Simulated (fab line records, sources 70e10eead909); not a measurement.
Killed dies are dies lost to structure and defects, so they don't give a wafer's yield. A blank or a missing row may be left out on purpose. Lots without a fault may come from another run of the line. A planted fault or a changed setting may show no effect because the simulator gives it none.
Chamber matching | flow nand_harc | NHARC_A_STAIRCASE_ALD_420 on ald_hk-01: 4 sister chambers
The step deposits SiO2, target thk 20 nm, pulse time 6 s, ald cycles 200. 8 wafers are shown with their chamber, then 7 later ones without.

WAFERS WITH THEIR CHAMBER
wafer  | chamber | heater_power_w (W) | precursor_pulse_height_rel
L919.1 | 2       | 445                | 0.981
L922.4 | 1       | 453                | 1.017
L922.6 | 0       | 620                | 1.002
L925.1 | 1       | 461                | 0.993
L925.3 | 2       | 455                | 0.988
L925.5 | 3       | 407                | 1.002
L926.2 | 0       | 614                | 1.019
L926.3 | 3       | 408                | 1.017

WAFERS WITHOUT THEIR CHAMBER
wafer  | heater_power_w (W) | precursor_pulse_height_rel
L926.5 | 407                | 1.000
L935.2 | 396                | 1.003
L935.3 | 437                | 1.042
L935.6 | 609                | 0.989
L936.1 | 611                | 1.000
L936.2 | 411                | 0.972
L936.3 | 435                | 1.029

WHICH CHAMBER EACH WENT THROUGH
wafer  | from the rows above          | in truth
L926.5 | 3                            | 3
L935.2 | 3                            | 3
L935.3 | can't be placed: 1 or 2 or 3 | 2
L935.6 | 0                            | 0
L936.1 | 0                            | 0
L936.2 | 3                            | 3
L936.3 | can't be placed: 2 or 1 or 3 | 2
Placed correctly: 5 of 7. Can't be placed from these rows: 2 (the true chamber is among the candidates in 2). Placed wrongly: 0.
How it was worked out, from the rows above alone: a wafer's distance from a chamber is the root of the sum, over the readings, of the square of ((its reading less the chamber's mean) divided by the reading's scatter). The wafer belongs to the nearest chamber; if the next one is less than 2 further off, it can't be placed. A chamber's mean is the mean of its shown wafers. The scatter: the root of (the sum of the squares of (reading less its chamber's mean) over the shown wafers, divided by (wafers less chambers)).
